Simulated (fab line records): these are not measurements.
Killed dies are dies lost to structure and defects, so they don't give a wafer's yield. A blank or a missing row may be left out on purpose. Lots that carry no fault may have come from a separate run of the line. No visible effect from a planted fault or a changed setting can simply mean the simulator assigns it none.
Matching of chambers | flow nand_harc | ald_metal-04 running NHARC_P_CONTACT_ALD_22: 4 sister chambers
The step deposits TiN, target thk 3 nm, pulse time 1 s, ald cycles 150. 4 wafers are shown with their chamber, then 12 later ones without.

## WAFERS, EACH WITH ITS CHAMBER
wafer  | chamber | heater_power_outer_w (W)
L084.4 | 0       | 699
L086.1 | 2       | 618
L086.2 | 1       | 820
L086.4 | 3       | 863

## WAFERS WHOSE CHAMBER IS MISSING
wafer  | heater_power_outer_w (W)
L089.3 | 692
L089.5 | 696
L089.6 | 891
L093.3 | 807
L093.5 | 588
L093.6 | 831
L095.1 | 841
L095.3 | 576
L095.5 | 585
L097.2 | 708
L097.3 | 574
L097.4 | 827

## WHICH CHAMBER EACH WENT THROUGH
wafer  | from the rows above     | in truth
L089.3 | 0                       | 0
L089.5 | 0                       | 0
L089.6 | can't be placed: 3 or 1 | 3
L093.3 | can't be placed: 1 or 3 | 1
L093.5 | 2                       | 2
L093.6 | can't be placed: 1 or 3 | 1
L095.1 | can't be placed: 1 or 3 | 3
L095.3 | 2                       | 2
L095.5 | 2                       | 2
L097.2 | 0                       | 0
L097.3 | 2                       | 2
L097.4 | can't be placed: 1 or 3 | 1
Placed correctly: 7 of 12. Unplaceable from these rows: 5, with the true chamber sitting among the candidates in 5. Placed wrongly: 0.
How it was worked out, from the rows above alone: a wafer's distance from a chamber is the root of the sum, over the readings, of the square of ((its reading less the chamber's mean) divided by the reading's scatter). If the next closest chamber is less than 2 further off than the closest, the wafer can't be placed; otherwise it belongs to the closest. The mean given for a chamber averages the wafers shown for that chamber. The scatter (one wafer shown for each chamber): square how far every hidden wafer sits from the nearest shown wafer, average those squares and take the square root.
